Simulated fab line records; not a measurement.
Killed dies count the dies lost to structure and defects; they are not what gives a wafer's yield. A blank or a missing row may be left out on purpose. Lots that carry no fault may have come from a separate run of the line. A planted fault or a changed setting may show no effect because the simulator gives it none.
Matching of chambers    flow n5_finfet    N5_SD_EPI_N_ETCHBACK_44 on rie_diel-04: 4 sister chambers
The step etches SiNx in CH3F/O2, stops on SiO2, target depth 14.5 nm. 20 wafers are shown with their chamber, then 10 later ones without.

== WAFERS PAIRED WITH THEIR CHAMBERS ==
wafer   chamber  drypump_motor_current_A (A)  showerhead_plenum_p_Torr (Torr)  throttle_valve_pct (%)
L075.2  3        5.22                         2.07                             16.56
L075.3  1        5.95                         1.95                             16.45
L075.4  2        5.39                         2.07                             16.36
L077.2  2        5.43                         2.06                             16.40
L077.3  1        5.93                         1.95                             16.44
L077.5  0        5.85                         1.97                             16.73
L079.4  1        5.93                         1.95                             16.45
L079.5  1        5.88                         1.95                             16.45
L079.6  2        5.41                         2.06                             16.40
L081.3  1        5.89                         1.95                             16.45
L081.5  0        5.85                         1.96                             16.75
L081.6  3        5.24                         2.07                             16.55
L083.2  1        5.92                         1.95                             16.46
L083.3  2        5.42                         2.06                             16.41
L083.6  0        5.82                         1.96                             16.76
L084.1  3        5.24                         2.06                             16.57
L084.4  0        5.85                         1.96                             16.76
L084.5  3        5.24                         2.06                             16.57
L088.2  1        5.93                         1.94                             16.47
L088.5  3        5.22                         2.06                             16.57

SIGNATURES (averages over the wafers above)
reading                   chamber 0  chamber 1  chamber 2  chamber 3  scatter within a chamber
drypump_motor_current_A   5.8425     5.9186     5.4125     5.2320     0.0189
showerhead_plenum_p_Torr  1.9625     1.9486     2.0625     2.0640     0.00472
throttle_valve_pct        16.7500    16.4529    16.3925    16.5640    0.0136
Rule: for each reading, subtract the chamber's mean from the wafer's reading, divide by that reading's scatter and square the result; add these up over the readings and take the root, which gives the wafer's distance from the chamber. The wafer belongs to the nearest chamber; if the next one is less than 2 further off, it can't be placed. The scatter: take each reading less its chamber's mean, square it, sum over the shown wafers, divide by the number of wafers less the number of chambers, and take the root.

== WAFERS WITHOUT THEIR CHAMBER ==
wafer   drypump_motor_current_A (A)  showerhead_plenum_p_Torr (Torr)  throttle_valve_pct (%)
L088.6  5.42                         2.06                             16.39
L089.1  5.39                         2.06                             16.42
L089.2  5.92                         1.94                             16.49
L089.4  5.23                         2.06                             16.58
L091.3  5.84                         1.96                             16.29
L091.4  5.38                         2.06                             16.44
L091.5  5.22                         2.06                             16.57
L095.1  5.24                         2.06                             16.60
L095.2  5.83                         1.96                             16.31
L095.6  5.42                         2.05                             16.43

== WHICH CHAMBER EACH WENT THROUGH ==
wafer    from the rows above   in truth
L088.6   2                     2
L089.1   2                     2
L089.2   1                     1
L089.4   3                     3
L091.3   1                     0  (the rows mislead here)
L091.4   2                     2
L091.5   3                     3
L095.1   3                     3
L095.2   1                     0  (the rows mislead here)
L095.6   2                     2
8 of 10 placed correctly. From these rows, 0 cannot be placed. 2 placed wrongly.
